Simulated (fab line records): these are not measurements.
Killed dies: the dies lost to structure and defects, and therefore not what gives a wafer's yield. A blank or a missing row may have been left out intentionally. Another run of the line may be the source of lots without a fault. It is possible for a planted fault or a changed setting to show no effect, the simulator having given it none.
Chamber matching + flow nand_harc + NHARC_P_M0_CMP_23 on cmp-01: 4 sister chambers
The step polishes, t overpolish 20 s, target thk 117.53 nm. 8 wafers are shown with their chamber, then 10 later ones without.

EACH WAFER AND ITS CHAMBER
| wafer  | chamber | motor_current_A (A) | edge_zone_pressure_frac |
|--------|---------|---------------------|-------------------------|
| L080.2 | 3       | 11.7                | 1.006                   |
| L080.6 | 3       | 12.1                | 1.011                   |
| L087.6 | 1       | 13.1                | 0.999                   |
| L084.1 | 0       | 12.1                | 1.001                   |
| L084.2 | 1       | 13.9                | 1.003                   |
| L084.4 | 2       | 12.7                | 1.001                   |
| L085.1 | 2       | 12.7                | 1.006                   |
| L085.3 | 0       | 12.1                | 0.994                   |

WAFERS WHOSE CHAMBER IS MISSING
| wafer  | motor_current_A (A) | edge_zone_pressure_frac |
|--------|---------------------|-------------------------|
| L085.5 | 12.8                | 1.007                   |
| L089.1 | 12.8                | 1.003                   |
| L089.5 | 12.5                | 0.991                   |
| L089.6 | 12.6                | 0.993                   |
| L092.1 | 12.0                | 0.998                   |
| L092.3 | 12.6                | 1.003                   |
| L092.4 | 12.3                | 0.997                   |
| L097.1 | 11.8                | 1.003                   |
| L097.2 | 12.3                | 0.999                   |
| L097.3 | 14.1                | 1.000                   |

WHICH CHAMBER EACH WENT THROUGH
| wafer  | from the rows above          | in truth                   |
|--------|------------------------------|----------------------------|
| L085.5 | can't be placed: 2 or 1 or 3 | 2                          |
| L089.1 | can't be placed: 2 or 1      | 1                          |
| L089.5 | can't be placed: 0 or 2 or 1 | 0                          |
| L089.6 | can't be placed: 0 or 2 or 1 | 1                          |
| L092.1 | 0                            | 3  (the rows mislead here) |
| L092.3 | can't be placed: 2 or 0      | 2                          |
| L092.4 | can't be placed: 0 or 2      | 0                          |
| L097.1 | can't be placed: 3 or 0 or 2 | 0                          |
| L097.2 | can't be placed: 0 or 2      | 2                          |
| L097.3 | 1                            | 1                          |
1 of 10 placed correctly. From these rows, 8 cannot be placed; in 8 the true chamber is one of the candidates. Wrongly placed: 1.
How it was worked out, from the rows above alone: a wafer's distance from a chamber is the root of the sum, over the readings, of the square of ((its reading less the chamber's mean) divided by the reading's scatter). The wafer belongs to the nearest chamber; if the next one is less than 2 further off, it can't be placed. Each chamber's mean is taken over the wafers shown for it. The scatter: take each reading less its chamber's mean, square it, sum over the shown wafers, divide by the number of wafers less the number of chambers, and take the root.
